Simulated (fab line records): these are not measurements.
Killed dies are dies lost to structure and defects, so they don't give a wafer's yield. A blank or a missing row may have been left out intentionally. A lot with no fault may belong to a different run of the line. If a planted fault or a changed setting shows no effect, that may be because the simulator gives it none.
fab line records :: flow n5Finfet
record
  lots=4
  wafers=10
  lastDay=16
route steps=1938 shown BEOL_M4@1099 BEOL_M5@1112 BEOL_M6@1215 PASSIVATION@1936
lots untouched by any fault: they come from a run of this same line in which no faults occurred
startH: hours from the record's opening day to when the first of the lot's shown wafers began :: waitH: hours from the lot's prior step to this one :: " as in the row above :: L1.1+2: a single row standing in for several wafers :: - either no value or no given start :: * or withheld: withheld :: < > ~ a bound
route shown NAME@n: names a module that has steps shown in the file, with the first one's number in the route :: usual: mean/standard deviation of fault-free wafers :: same: alike in all rows :: chamber/n: place in a boat :: sites: readings site by site :: _std_site: standard deviation of those values :: _edge_site: the outer-site mean with the inner-site mean subtracted :: radiusMm: how far each site lies from the wafer's centre :: mask NAME#n: copy n :: behind: the most recent tool/chamber to have shaped the wafer :: hold: why the lot went on hold/how many hours it stayed there/how the hold came to an end :: device: which transistor (n, p or np) failed to switch :: end of line: at the end of the route, the tests of the same wafers :: for a step that has no rows: nothing shown but its recipe :: killed: the dies lost at the first sort to structure and to defects; this is not the yield of the wafer :: map: the dies of a wafer, with x for killed, . for not killed, _ for no die there
set.NAME: the setting the step ran with; set.NAME@STEP: the setting that earlier step ran with :: model.NAME: the simulator's own value behind a step, which no gauge read
lots at selected steps of the route; one table per step, one row per wafer
services: a tool's chamber out of use, with start hour (startH, from the record's first day; less than 0 if before it), hours out, and reason
## steps
# step N5_BEOL_M4_ANNEAL_95
# recipe
  tempC=400
  timeS=240
  ambient=vacuum
# step N5_BEOL_M4_SPUTTER_96
# recipe
  material=Cu
  targetThkA=45
  tempC=-20
  chamberPressurePa=0.07
  powerW=withheld
  timeS=8.29
# step N5_BEOL_M4_ECD_50
# recipe
  material=Cu
  targetThkA=3000
# step N5_BEOL_M4_ANNEAL_51
# recipe
  tempC=225
  timeS=90
  ambient=N2
# step N5_BEOL_M4_CMP_52
# recipe
  stopOn=SiOC
  tOverpolishS=6.8
  downForcePsi=1
  platenRpm=50
  clearingPlatenDownForcePsi=1.5
  clearingPlatenRpm=50
  postCmpClean=cuAlkaline
  targetThkNm=40
  clearingPlatenPadVelocityMS=0.99484
  padVelocityMS=0.99484
# step N5_BEOL_M4_PRE_CLEAN_60
# recipe
  gas=NH3/H2
  timeS=15
  tempC=*
  rfPowerW=300
# step N5_BEOL_M4_CO_CAP_55
# recipe
  material=Co
  targetThkA=20
  tempC=200
  precursor=CCTBA/H2
  pressureTorr=30
  timeS=102.1
# step N5_BEOL_M4_PRE_CLEAN_56
# recipe
  gas=NH3
  timeS=15
  tempC=withheld
  rfPowerW=300
# step N5_BEOL_M4_DEP_57
# recipe
  material=SiCN
  targetThkA=80
  tempC=withheld
  precursor=3MS/NH3
  pressureTorr=3
  rfW=202
  timeS=14
# step N5_BEOL_M4_RC_MEAS_101
# usual
  DIBL_N=36.0/2.2
  DIBL_P=35.9/2.6
  IOFF_N=0.16/0.038
  IOFF_P=0.21/0.042
  ION_N=675/15
  ION_P=463/10
  SS_N=71.5/0.62
  SS_P=73.2/0.76
  VT_N=250/4.1
  VT_P=-251/3.6
lot.wafer: L710.2
tool: prober-01
chamber: 0
startH: 219.93
waitH: 0.2
DIBL_N[mV/V]: 36.3
DIBL_P[mV/V]: 36.8
IOFF_N[nA/um]: 0.15
IOFF_P[nA/um]: 0.20
ION_N[uA/um]: 664
ION_P[uA/um]: 454
SS_N[mV/dec]: 71.2
SS_P[mV/dec]: 73.4
VT_N[mV]: 252
VT_P[mV]: -253

lot.wafer: L710.4
tool: prober-01
chamber: 0
startH: 219.93
waitH: 0.2
DIBL_N[mV/V]: 34.3
DIBL_P[mV/V]: 34.1
IOFF_N[nA/um]: 0.11
IOFF_P[nA/um]: 0.16
ION_N[uA/um]: 645
ION_P[uA/um]: 447
SS_N[mV/dec]: 70.9
SS_P[mV/dec]: 72.9
VT_N[mV]: 254
VT_P[mV]: -255

lot.wafer: L710.6
tool: prober-01
chamber: 0
startH: 219.93
waitH: 0.2
DIBL_N[mV/V]: 38.3
DIBL_P[mV/V]: 38.6
IOFF_N[nA/um]: 0.19
IOFF_P[nA/um]: 0.23
ION_N[uA/um]: 676
ION_P[uA/um]: 466
SS_N[mV/dec]: 71.9
SS_P[mV/dec]: 74.3
VT_N[mV]: 251
VT_P[mV]: -250

lot.wafer: L714.3
tool: prober-01
chamber: 0
startH: 247.60
waitH: 0.3
DIBL_N[mV/V]: 34.9
DIBL_P[mV/V]: 37.1
IOFF_N[nA/um]: 0.16
IOFF_P[nA/um]: 0.21
ION_N[uA/um]: 685
ION_P[uA/um]: 467
SS_N[mV/dec]: 71.1
SS_P[mV/dec]: 72.7
VT_N[mV]: 246
VT_P[mV]: -248

lot.wafer: L714.4
tool: prober-01
chamber: 0
startH: 247.60
waitH: 0.3
DIBL_N[mV/V]: 36.3
DIBL_P[mV/V]: 36.2
IOFF_N[nA/um]: 0.14
IOFF_P[nA/um]: 0.19
ION_N[uA/um]: 647
ION_P[uA/um]: 444
SS_N[mV/dec]: 72.0
SS_P[mV/dec]: 72.4
VT_N[mV]: 253
VT_P[mV]: -251

lot.wafer: L715.3
tool: prober-02
chamber: 0
startH: 253.98
waitH: 0.3
DIBL_N[mV/V]: 37.1
DIBL_P[mV/V]: 36.4
IOFF_N[nA/um]: 0.16
IOFF_P[nA/um]: 0.20
ION_N[uA/um]: 676
ION_P[uA/um]: 464
SS_N[mV/dec]: 72.0
SS_P[mV/dec]: 73.1
VT_N[mV]: 251
VT_P[mV]: -249

lot.wafer: L715.6
tool: prober-02
chamber: 0
startH: 253.98
waitH: 0.3
DIBL_N[mV/V]: 37.3
DIBL_P[mV/V]: 36.6
IOFF_N[nA/um]: 0.17
IOFF_P[nA/um]: 0.21
ION_N[uA/um]: 687
ION_P[uA/um]: 467
SS_N[mV/dec]: 71.5
SS_P[mV/dec]: 73.7
VT_N[mV]: 249
VT_P[mV]: -247

lot.wafer: L722.3
tool: prober-02
chamber: 0
startH: 293.88
waitH: 0.3
DIBL_N[mV/V]: 35.8
DIBL_P[mV/V]: 36.7
IOFF_N[nA/um]: 0.17
IOFF_P[nA/um]: 0.21
ION_N[uA/um]: 692
ION_P[uA/um]: 470
SS_N[mV/dec]: 71.0
SS_P[mV/dec]: 73.0
VT_N[mV]: 248
VT_P[mV]: -250

lot.wafer: L722.5
tool: prober-02
chamber: 0
startH: 293.88
waitH: 0.3
DIBL_N[mV/V]: 35.7
DIBL_P[mV/V]: 36.8
IOFF_N[nA/um]: 0.16
IOFF_P[nA/um]: 0.21
ION_N[uA/um]: 664
ION_P[uA/um]: 456
SS_N[mV/dec]: 71.4
SS_P[mV/dec]: 73.1
VT_N[mV]: 251
VT_P[mV]: -251

lot.wafer: L722.6
tool: prober-02
chamber: 0
startH: 293.88
waitH: 0.3
DIBL_N[mV/V]: 39.5
DIBL_P[mV/V]: 40.8
IOFF_N[nA/um]: 0.26
IOFF_P[nA/um]: 0.29
ION_N[uA/um]: 706
ION_P[uA/um]: 482
SS_N[mV/dec]: 72.5
SS_P[mV/dec]: 75.1
VT_N[mV]: 245
VT_P[mV]: -244
# step N5_BEOL_M5_ILD_DEP_00
# recipe
  material=SiCOH_lowk
  targetThkA=1406.4
  tempC=300
  precursor=DEMS/porogen
  pressureTorr=5
  rfW=500
  timeS=25.9
# step N5_BEOL_M5_CURE_79
# recipe
  tempC=385
  timeS=240
  ambient=He/Ar
  material=SiCOH_lowk
# step N5_BEOL_M5_PECVD_70
# recipe
  material=SiO2
  targetThkA=160
  tempC=400
  precursor=TEOS/O2
  pressureTorr=5.5
  rfW=450
  teosFlowSccm=53.8
  gas=O2
  flowSccm=3000
  timeS=18
# step N5_BEOL_M5_HM_DEP_02
# recipe
  material=TiN
  targetThkA=200
  tempC=25
  chamberPressurePa=0.49996
# step N5_BEOL_M5_COAT_59
# recipe
  resist=SOC
  tempC=250
  timeS=60
  spinRpm=1500
  resistThkNm=60
# step N5_BEOL_M5_COAT_60
# recipe
  resist=SiARC
  tempC=220
  timeS=60
  spinRpm=1500
  resistThkNm=12
# step N5_BEOL_M5_COAT_71
# recipe
  resist=underlayer
  tempC=205
  timeS=60
  spinRpm=1500
  resistThkNm=5
# step N5_BEOL_M5_COAT_05
# recipe
  resist=CAR-EUV
  spinRpm=1500
  resistThkNm=30
# step N5_BEOL_M5_EBR_07
# recipe
  solvent=PGMEA
  ebrWidthMm=1.5
# step N5_BEOL_M5_SOFTBAKE_06
# recipe
  tempC=110
  timeS=60
  resist=CAR-EUV
# step N5_BEOL_M5_EXPOSE_08
# recipe
  maskId=M5
  na=0.33
  sourceShape=annular
  sigmaInner=0.4
  sigmaOuter=0.8
  polarization=unpolarized
  targetCdNm=28
  doseMj=35.75
# step N5_BEOL_M5_PEB_09
# recipe
  pebTempC=100
  pebTimeS=60
  resist=CAR-EUV
# step N5_BEOL_M5_DEVELOP_10
# recipe
  developTimeS=30
  developer=TMAH
  resist=CAR-EUV
  rinseLiquid=surfactantRinse
  dry=airSpin
  devTempC=23
# step N5_BEOL_M5_DESCUM_16
# recipe
  chemistry=O2
  timeS=7
  sourcePowerW=50
  biasPowerW=20
  pressureMtorr=20
  rfFrequencyHz=2.712e+07
  tempC=40
  resist=CAR-EUV
  o2FlowSccm=225
# step N5_BEOL_M5_ETCH_72
# recipe
  chemistry=N2/H2
  target=underlayer
  targetDepthA=65
  maskMaterial=CAR-EUV
  timeS=5.2
  ionEnergyEv=200
  pressureMtorr=30
  sourceW=840
  biasW=150
  n2FlowSccm=200
  h2FlowSccm=200
  ends=cleared
# step N5_BEOL_M5_ETCH_61
# recipe
  chemistry=CF4
  target=SiARC
  targetDepthA=156
  maskMaterial=CAR-EUV
  timeS=26
  ionEnergyEv=80
  pressureMtorr=40
  sourceW=545
  biasW=36
  Ar_flow_sccm=100
  cf4FlowSccm=100
  ends=cleared
# step N5_BEOL_M5_ETCH_62
# recipe
  chemistry=N2/H2
  target=SOC
  targetDepthA=750
  overetchA=150
  maskMaterial=SiARC
  tempC=40
  timeS=112.5
  ionEnergyEv=200
  pressureMtorr=30
  sourceW=840
  biasW=150
  n2FlowSccm=200
  h2FlowSccm=200
# step N5_BEOL_M5_STRIP_63
# recipe
  chemistry=N2/H2
  tempC=40
  n2FlowSccm=200
  h2FlowSccm=200
  rfFrequencyHz=6e+07
# step N5_BEOL_M5_STRIP_73
# recipe
  chemistry=N2/H2
  tempC=40
  n2FlowSccm=200
  h2FlowSccm=200
  rfFrequencyHz=6e+07
# step N5_BEOL_M5_STRIP_64
# recipe
  chemistry=CF4
  resist=SiARC
  powerW=300
  biasPowerW=75
  pressureMtorr=50
  cf4FlowSccm=150
  rfFrequencyHz=6e+07
# step N5_BEOL_M5_HM_OPEN_17
# recipe
  chemistry=Cl2/BCl3
  targetDepthA=200
  overetchA=60
  target=TiN
  maskMaterial=SOC
  ionEnergyEv=150
  pressureMtorr=10
  icpW=1000
  biasW=126
  Cl2_flow_sccm=53.25
  bcl3FlowSccm=21.75
  Ar_flow_sccm=25
# step N5_BEOL_M5_STRIP_19
# recipe
  chemistry=O2
  powerW=400
  tempC=40
  pressureMtorr=30
  rfFrequencyHz=6e+07
  biasPowerW=0
  overashFraction=0.2
  o2FlowSccm=225
# step N5_BEOL_M5_COAT_65
# recipe
  resist=SOC
  tempC=250
  timeS=60
  spinRpm=1500
  resistThkNm=60
# step N5_BEOL_M5_COAT_66
# recipe
  resist=SiARC
  tempC=220
  timeS=60
  spinRpm=1500
  resistThkNm=12
# step N5_BEOL_M6_HM_OPEN_17
# recipe
  chemistry=Cl2/BCl3
  targetDepthA=200
  overetchA=60
  target=TiN
  maskMaterial=SOC
  ionEnergyEv=150
  pressureMtorr=10
  icpW=1000
  biasW=126
  Cl2_flow_sccm=53.25
  bcl3FlowSccm=21.75
  Ar_flow_sccm=25
# usual
  drypumpMotorCurrentA=5.6/0.31
  oesProductAu=0.72/0.045
  throttleValvePct=22.25/0.17
lot.wafer: L710.2
tool: rieMetal-02
chamber: 0
startH: 235.82
waitH: 0.0
drypumpMotorCurrentA: 5.4
oesProductAu: 0.73
rfHoursCounterH: 13
throttleValvePct: 22.23
model.SOC_of_BEOL_M6_COAT_59.thkNm: 92.6
model.etch.depthNm: 19.8

lot.wafer: L710.4
tool: rieMetal-02
chamber: 1
startH: 235.82
waitH: 0.0
drypumpMotorCurrentA: 5.6
oesProductAu: 0.65
rfHoursCounterH: -
throttleValvePct: 22.11
model.SOC_of_BEOL_M6_COAT_59.thkNm: 92.2
model.etch.depthNm: 19.99

lot.wafer: L710.6
tool: rieMetal-02
chamber: 1
startH: 235.82
waitH: 0.0
drypumpMotorCurrentA: 5.6
oesProductAu: 0.65
rfHoursCounterH: -
throttleValvePct: 22.12
model.SOC_of_BEOL_M6_COAT_59.thkNm: 91.6
model.etch.depthNm: 19.89

lot.wafer: L714.3
tool: rieMetal-02
chamber: 0
startH: 260.65
waitH: 0.1
drypumpMotorCurrentA: 5.4
oesProductAu: 0.68
rfHoursCounterH: -
throttleValvePct: 22.31
model.SOC_of_BEOL_M6_COAT_59.thkNm: 95
model.etch.depthNm: 17.37

lot.wafer: L714.4
tool: rieMetal-02
chamber: 1
startH: 260.65
waitH: 0.1
drypumpMotorCurrentA: 5.6
oesProductAu: 0.63
rfHoursCounterH: -
throttleValvePct: 22.14
model.SOC_of_BEOL_M6_COAT_59.thkNm: 91.8
model.etch.depthNm: 19.55

lot.wafer: L715.3
tool: rieMetal-02
chamber: 0
startH: 271.44
waitH: 0.2
drypumpMotorCurrentA: 5.4
oesProductAu: 0.66
rfHoursCounterH: -
throttleValvePct: 22.32
model.SOC_of_BEOL_M6_COAT_59.thkNm: 94.6
model.etch.depthNm: 17.49

lot.wafer: L715.6
tool: rieMetal-02
chamber: 0
startH: 271.44
waitH: 0.2
drypumpMotorCurrentA: 5.4
oesProductAu: 0.71
rfHoursCounterH: -
throttleValvePct: 22.24
model.SOC_of_BEOL_M6_COAT_59.thkNm: 91.6
model.etch.depthNm: 19.88

lot.wafer: L722.3
tool: rieMetal-01
chamber: 0
startH: 307.66
waitH: 0.1
drypumpMotorCurrentA: 6.2
oesProductAu: 0.70
rfHoursCounterH: -
throttleValvePct: 22.07
model.SOC_of_BEOL_M6_COAT_59.thkNm: 92.4
model.etch.depthNm: 19.93

lot.wafer: L722.5
tool: rieMetal-01
chamber: 1
startH: 307.66
waitH: 0.1
drypumpMotorCurrentA: 5.6
oesProductAu: 0.73
rfHoursCounterH: -
throttleValvePct: 22.44
model.SOC_of_BEOL_M6_COAT_59.thkNm: 91.8
model.etch.depthNm: 20.27

lot.wafer: L722.6
tool: rieMetal-01
chamber: 0
startH: 307.66
waitH: 0.1
drypumpMotorCurrentA: 6.2
oesProductAu: 0.71
rfHoursCounterH: -
throttleValvePct: 22.09
model.SOC_of_BEOL_M6_COAT_59.thkNm: 92.2
model.etch.depthNm: 19.89
# step N5_BEOL_M6_VIA_ETCH_34
# recipe
  chemistry=C4F6/O2
  target=SiCOH_lowk
  targetDepthA=1263
  maskMaterial=SOC
  taperDeg=4
  timeS=50.9
  ionEnergyEv=250
  pressureMtorr=30
  sourceW=345
  biasW=185
  Ar_flow_sccm=300
  C4F6_flow_sccm=10
  O2_flow_sccm=10
# usual
  drypumpMotorCurrentA=5.7/0.31
  oesProductAu=0.79/0.08
  rfVppV=670/23
  showerheadPlenumPTorr=2.86/0.077
  throttleValvePct=20.89/0.28
# same
  timeS=50.9
lot.wafer: L710.2
tool: rieDiel-06
chamber: 1
startH: 236.68
waitH: 0.0
drypumpMotorCurrentA: 6.0
oesProductAu: 1.03
rfHoursCounterH: 1
rfVppV: 658
showerheadPlenumPTorr: 2.94
throttleValvePct: 20.91

lot.wafer: L710.4
tool: rieDiel-06
chamber: 3
startH: 236.68
waitH: 0.0
drypumpMotorCurrentA: 6.1
oesProductAu: 0.80
rfHoursCounterH: 123
rfVppV: 638
showerheadPlenumPTorr: 2.86
throttleValvePct: 20.76

lot.wafer: L710.6
tool: rieDiel-06
chamber: 0
startH: 236.68
waitH: 0.0
drypumpMotorCurrentA: 5.6
oesProductAu: 0.80
rfHoursCounterH: -
rfVppV: 709
showerheadPlenumPTorr: 2.77
throttleValvePct: 20.47

lot.wafer: L714.3
tool: rieDiel-06
chamber: 3
startH: 261.69
waitH: 0.0
drypumpMotorCurrentA: 6.1
oesProductAu: 0.54
rfHoursCounterH: 130
rfVppV: 638
showerheadPlenumPTorr: 2.86
throttleValvePct: 20.68

lot.wafer: L714.4
tool: rieDiel-06
chamber: 0
startH: 261.69
waitH: 0.0
drypumpMotorCurrentA: 5.6
oesProductAu: 0.79
rfHoursCounterH: 80
rfVppV: 710
showerheadPlenumPTorr: 2.76
throttleValvePct: 20.49

lot.wafer: L715.3
tool: rieDiel-06
chamber: 0
startH: 274.83
waitH: 0.0
drypumpMotorCurrentA: 5.6
oesProductAu: 0.55
rfHoursCounterH: 85
rfVppV: 710
showerheadPlenumPTorr: 2.76
throttleValvePct: 20.42

lot.wafer: L715.6
tool: rieDiel-06
chamber: 3
startH: 274.83
waitH: 0.0
drypumpMotorCurrentA: 6.0
oesProductAu: 0.78
rfHoursCounterH: -
rfVppV: 636
showerheadPlenumPTorr: 2.85
throttleValvePct: 20.75

lot.wafer: L722.3
tool: rieDiel-04
chamber: 2
startH: 308.80
waitH: 0.0
drypumpMotorCurrentA: 5.5
oesProductAu: 0.68
rfHoursCounterH: 238
rfVppV: 638
showerheadPlenumPTorr: 2.92
throttleValvePct: 20.72

lot.wafer: L722.5
tool: rieDiel-04
chamber: 3
startH: 308.80
waitH: 0.0
drypumpMotorCurrentA: 6.1
oesProductAu: 0.75
rfHoursCounterH: -
rfVppV: 670
showerheadPlenumPTorr: 2.77
throttleValvePct: 20.96

lot.wafer: L722.6
tool: rieDiel-04
chamber: 0
startH: 308.80
waitH: 0.0
drypumpMotorCurrentA: 6.2
oesProductAu: 0.82
rfHoursCounterH: -
rfVppV: 690
showerheadPlenumPTorr: 2.86
throttleValvePct: 20.59
# step N5_BEOL_M6_OCD_MEAS_38
# usual
  trenchDepthNm=94.5/2.4
lot.wafer: L710.2
tool: ocd-02
chamber: -
startH: 236.93
waitH: -
trenchDepthNm: 100.7

lot.wafer: L710.4
tool: ocd-02
chamber: -
startH: 236.93
waitH: -
trenchDepthNm: 93.2

lot.wafer: L710.6
tool: ocd-02
chamber: -
startH: 236.93
waitH: -
trenchDepthNm: 93.0

lot.wafer: L714.3
tool: ocd-01
chamber: -
startH: 261.94
waitH: -
trenchDepthNm: 45.2

lot.wafer: L714.4
tool: ocd-01
chamber: -
startH: 261.94
waitH: -
trenchDepthNm: 92.6

lot.wafer: L715.3
tool: ocd-02
chamber: -
startH: 275.08
waitH: -
trenchDepthNm: 46.6

lot.wafer: L715.6
tool: ocd-02
chamber: -
startH: 275.08
waitH: -
trenchDepthNm: 92.0

lot.wafer: L722.3
tool: ocd-01
chamber: -
startH: 309.05
waitH: -
trenchDepthNm: 97.0

lot.wafer: L722.5
tool: ocd-01
chamber: -
startH: 309.05
waitH: -
trenchDepthNm: 94.0

lot.wafer: L722.6
tool: ocd-01
chamber: -
startH: 309.05
waitH: -
trenchDepthNm: 97.7
# step N5_PASSIVATION_PROBE_49
# usual
  defectLimitedYield=91.4/1.6
  killed_at_M0_to_M3=35/10
  killed_at_M4_up=12/4.7
  killedAtContacts=12/5.8
  killedAtFrontEnd=38/12
  killedAtOther=4/3.2
  killedDies=102/18
  killedOnRim=13/4.2
  killedOpen=68/14
  killedShort=32/8
  sort_bin_5_function=5.1/0.96
  sort_bin_6_memory=3.2/0.77
  sortNPass=1078/20
  sortYieldPct=91.3/1.7
# same
  grossDies=1180
  killedAtBackSide=0
  sort_bin_4_leakage[%]=0
  sort_bin_8_speed[%]=0
lot.wafer: L714.3
tool: prober-02
chamber: -
startH: 358.45
waitH: 0.1
defectLimitedYield[%]: 46.6
killed_at_M0_to_M3: 24
killed_at_M4_up: 554
killedAtContacts: 13
killedAtFrontEnd: 35
killedAtOther: 4
killedDies: 630
killedOnRim: 89
killedOpen: 59
killedShort: 23
sort_bin_5_function[%]: 50.6
sort_bin_6_memory[%]: 2.5
sortNPass: 550
sortYieldPct[%]: 46.6

lot.wafer: L715.3
tool: prober-01
chamber: -
startH: 359.85
waitH: 0.6
defectLimitedYield[%]: 47.5
killed_at_M0_to_M3: 43
killed_at_M4_up: 520
killedAtContacts: 9
killedAtFrontEnd: 43
killedAtOther: 5
killedDies: 620
killedOnRim: 152
killedOpen: 73
killedShort: 34
sort_bin_5_function[%]: 48.0
sort_bin_6_memory[%]: 4.0
sortNPass: 560
sortYieldPct[%]: 47.5
# killed by level:class
L714.3 BEOL_M6:areaOpen=548 FIN_SAQP:geometricParticle:open=13 MOL_CONTACT_COAG:geometricParticle:open=11 FIN_SAQP:geometricParticle:short=6 BEOL_M1:geometricParticle:open=6 BEOL_M2:geometricParticle:open=6 DUMMY_GATE:geometricParticle:open=3 BEOL_M0_SAQP:geometricParticle:open=3
L715.3 BEOL_M6:areaOpen=513 BEOL_M0_SAQP:geometricParticle:open=19 BEOL_M0_SAQP:geometricParticle:short=16 FIN_SAQP:geometricParticle:open=9 MOL_CONTACT_COAG:geometricParticle:open=9 STI_FIN_REVEAL:geometricParticle:open=7 DUMMY_GATE:geometricParticle:open=6 GATE_CUT:geometricParticle:short=4
# map L714.3 (x killed, . not)
_________________xxxxxxxxx.xx________________
______________xxx.xxxxxxxxxxxxxx_____________
___________xxxxxxx.xxxxxxxxxx..x.xx__________
__________xxxxxxxxxxxxxx...xx.xx..x._________
________xxxxx.xxxxx..x.xx.xxxx.x..xx.x_______
_______xxxxxxxxxx.xxxxxxxx..xxx........______
______xxxxxxxxxx.xx.xxxx.xxxx........xxx_____
_____xxxxxxxx.xxxxxx.xx.x...x....x...xx..____
____xxxxxxxxxxxxxx..xxxxx.xx..........xx..___
___xxxxx..xxxxxxxxxxxxxx.x.xxxx....xx......__
___.xxxx..xx.xx.xxxxx.xx.x...x.xx...xxx.x..__
__..x.xx.xxxxxxxx.xxxxxx............x.xx..x._
__xxxxxxxxxx.xx.xx..xxxx..xx....x.....x.x..x_
_.xxxxx..xxxxxxxxxxx.xx.........x.....xx.....
_xxxxx..x.xxxxxxxxxx.x...xx...xxx.x.....x.x.x
_xxxxxxxxxxxxxxxxxxx..xx....x..x.....x.x....x
_xxxxxxxxx.xx.x.x.xx.x...xx.....x......xxx...
_xxxxxxxxxxxx..xxxx.xx..x......x.........x...
_.xxxxxxxxx.xx.xxx........x..x...x..xx.xxx...
_xxxxx.xxxx...x.xx.xxx.x.........x.......x..x
_.xxxx.x.x....x...xx........x....x.....x.x.xx
__xxxxxx.xxxx.xxx............xx.........xxx._
__x..xxx.xxx.xxx..xxx............x......x.x._
___xx..x.xxxxx.x.x..x.x..x.x........x.x....__
___.xxxxxxxxxxxxxx.x......x.......x......x.__
____xxxx...xxxxxxxx.x..x.x........x...x...___
_____xxxxxx.xx.xxxx.x.x.x..x.x.........x.____
______xxxxxx.xxx..xx.x....xx............_____
_______.xxxxx..xxxxx.x..xx.x.x......x..______
________xx..xxxxxxxxxxxx.x...x........_______
__________x.x.xxx.xxxxx..x..xxx....._________
___________x.x..xxxx.......xx..x...__________
______________.x..x.xxx..xxx.x.x_____________
_________________.xxx.x..xx..________________
# map L715.3 (x killed, . not)
_________________xxxxxxxxxxxx________________
______________xxxxx.xxxxxxxxxxxx_____________
___________xxxxxxxxxxxxx.xxx..xxxxx__________
__________xxxxxxx..xxx.xxx.x.xxxxxxx_________
________xxxxxxx.x...x...xxx.....xxxxxx_______
_______xxxx..x...x..xx.x..x..xx..x.xxxx______
______xxxxxxx..x.....x..x...........x.xx_____
_____xxxxxx...x......x.x.....x......xxxxx____
____xxxxx.x.x.........................x.xx___
___xxxxxx..x...x.........x.x........xxxxxxx__
___xxxxxx.x.x......x...x........x....xxxxxx__
__xxxxx.x..................x.......x.x.xxxxx_
__xxxxxx.............x..........x.xx...xxxxx_
_xxxxxxx....x.x.............xx......xxxxxxxxx
_xxxxxxx.....x........x..x.x...x.x..xxxxxxxxx
_xxxxxxxx..x.......x...x..........x...xxxxxxx
_xxxxxx...x..........................x.xxxxxx
_xxxxxx.x.xx.x......x...........x....x..xxxxx
_xxxxx.x..x.x..x......x....x.....x......xxxxx
_xxxxxxx.x.........xx.......x..x....x.xxxxxxx
_xxxxxxx.......x...........x........x..xxxxxx
__xxx.xx..x..x.......x.xx.....x.....xxxxxxxx_
__xxxxxx..xx..x.......x.x.............xxxxxx_
___xxx.xxx..xxx..................x....xxxxx__
___xxxxxx...x...x.xx..........x...xxxx.xxxx__
____xxxxx.xxxx..xx..xx......x.x.......xxxx___
_____xxxxx.xxx.xx..xxxx.xxx.xx.......xxxx____
______xxxxxx.x.x..xxxx.x..xx.xx.xx.xx.xx_____
_______xxxxxxx.x.xx.xxxxxx.xxxxxxxx.xxx______
________xxx.xxx.xxxxxxxxx.xxxxxxx..xxx_______
__________xxxxxxxxxxxxxxxxxxxxxxxxxx_________
___________xxxxxxxxxxxxxxxxxxxxxxxx__________
______________xxxxxxxxxxxxxxxxxx_____________
_________________xxxxxxxxxxxx________________
## services
tool: rieMetal-02
chamber: 0
startH: 216.12
hours: 14.3
kind: repair

tool: rieDiel-06
chamber: 3
startH: 242.09
hours: 1.5
kind: repair

tool: rieDiel-06
chamber: 0
startH: 242.48
hours: 1.3
kind: repair

tool: rieMetal-02
chamber: 1
startH: 247.14
hours: 1.0
kind: repair

tool: rieMetal-01
chamber: 1
startH: 257.34
hours: 21.6
kind: repair

tool: rieMetal-01
chamber: 0
startH: 268.57
hours: 3.3
kind: repair

tool: rieDiel-04
chamber: 0
startH: 276.72
hours: 15.8
kind: repair

tool: rieMetal-02
chamber: 0
startH: 277.96
hours: 4.4
kind: repair

tool: rieDiel-04
chamber: 3
startH: 290.02
hours: 5.1
kind: repair

tool: rieDiel-04
chamber: 2
startH: 293.54
hours: 9.1
kind: repair

tool: rieDiel-04
chamber: 1
startH: 302.68
hours: -
kind: clean

tool: rieDiel-04
chamber: 1
startH: 302.68
hours: -
kind: consumableReplace:focusRing

tool: rieDiel-04
chamber: 1
startH: 302.68
hours: 12.8
kind: scheduledDown

tool: rieDiel-04
chamber: 1
startH: 302.68
hours: 12.8
kind: ventCycle
## key
firstSign
  step=N5_BEOL_M6_VIA_ETCH_34
  reading=oesProductAu
  direction=down
  sigmas=3.1
  usual=0.79
  struck=0.54
effect
  step=N5_BEOL_M6_OCD_MEAS_38
  reading=trenchDepthNm
  direction=down
  sigmas=20
  usual=94.5
  struck=45.9
effect
  step=N5_PASSIVATION_PROBE_49
  reading=killed_at_M4_up
  direction=up
  sigmas=99+
  usual=12
  struck=537
modelEffect
  step=N5_BEOL_M6_HM_OPEN_17
  value=SOC_of_BEOL_M6_COAT_59.thkNm
  without=92
  struck=94.8
moreKillsBornAt
  N5_BEOL_M6_HM_OPEN_17@rieMetal-02=1061
metAt N5_BEOL_M6_HM_OPEN_17
struckWafers L714.3,L715.3
onsetBetween 235.82 260.65
fault
  kind=processParameterDrift
  tool=rieMetal-02
  chamber=-
  onsetH=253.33
  steps=N5_BEOL_M6_HM_OPEN_17
  channel=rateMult
  offset=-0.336
  shape=step
  endH=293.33
  scope=struckWafersOnly
